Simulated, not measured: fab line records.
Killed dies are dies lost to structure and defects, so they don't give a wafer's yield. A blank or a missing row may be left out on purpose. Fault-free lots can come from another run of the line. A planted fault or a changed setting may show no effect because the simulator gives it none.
Matching of chambers :: flow nandHarc :: 3 sister chambers for NHARC_A_SLIT_DEP_23 on pecvd-02
The step deposits SiON, target thk 100 nm. 14 wafers are shown with their chamber, then 7 later ones without.

## WAFERS WITH THEIR CHAMBER
wafer: L074.4
chamber: 0
heaterPowerW (W): 908

wafer: L074.5
chamber: 2
heaterPowerW (W): 728

wafer: L074.6
chamber: 1
heaterPowerW (W): 830

wafer: L076.1
chamber: 0
heaterPowerW (W): 928

wafer: L076.3
chamber: 2
heaterPowerW (W): 708

wafer: L076.4
chamber: 0
heaterPowerW (W): 913

wafer: L080.3
chamber: 2
heaterPowerW (W): 663

wafer: L080.5
chamber: 2
heaterPowerW (W): 674

wafer: L080.6
chamber: 1
heaterPowerW (W): 793

wafer: L084.1
chamber: 1
heaterPowerW (W): 715

wafer: L084.2
chamber: 2
heaterPowerW (W): 717

wafer: L084.3
chamber: 0
heaterPowerW (W): 898

wafer: L086.1
chamber: 1
heaterPowerW (W): 798

wafer: L086.2
chamber: 0
heaterPowerW (W): 885

SIGNATURES, as means of the wafers listed above
reading: heaterPowerW
chamber 0: 906.40
chamber 1: 784.00
chamber 2: 698.00
scatter within a chamber: 32.1
Rule: for each reading, subtract the chamber's mean from the wafer's reading, divide by that reading's scatter and square the result; add these up over the readings and take the root, which gives the wafer's distance from the chamber. The wafer belongs to the nearest chamber; if the next one is less than 2 further off, it can't be placed. The scatter: take each reading less its chamber's mean, square it, sum over the shown wafers, divide by the number of wafers less the number of chambers, and take the root.

## WAFERS WITHOUT THEIR CHAMBER
wafer: L086.6
heaterPowerW (W): 881

wafer: L092.2
heaterPowerW (W): 631

wafer: L092.3
heaterPowerW (W): 813

wafer: L092.4
heaterPowerW (W): 882

wafer: L093.1
heaterPowerW (W): 828

wafer: L093.3
heaterPowerW (W): 863

wafer: L093.6
heaterPowerW (W): 823

## THE CHAMBER EACH PASSED THROUGH
wafer: L086.6
from the rows above: 0
in truth: 0

wafer: L092.2
from the rows above: 2
in truth: 2

wafer: L092.3
from the rows above: 1
in truth: 1

wafer: L092.4
from the rows above: 0
in truth: 0

wafer: L093.1
from the rows above: can't be placed: 1 or 0
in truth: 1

wafer: L093.3
from the rows above: can't be placed: 0 or 1
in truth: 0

wafer: L093.6
from the rows above: can't be placed: 1 or 0
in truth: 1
4 of 7 placed correctly. Cannot be placed on the basis of these rows: 3; the candidates contain the true chamber in 3. Wrongly placed: 0.
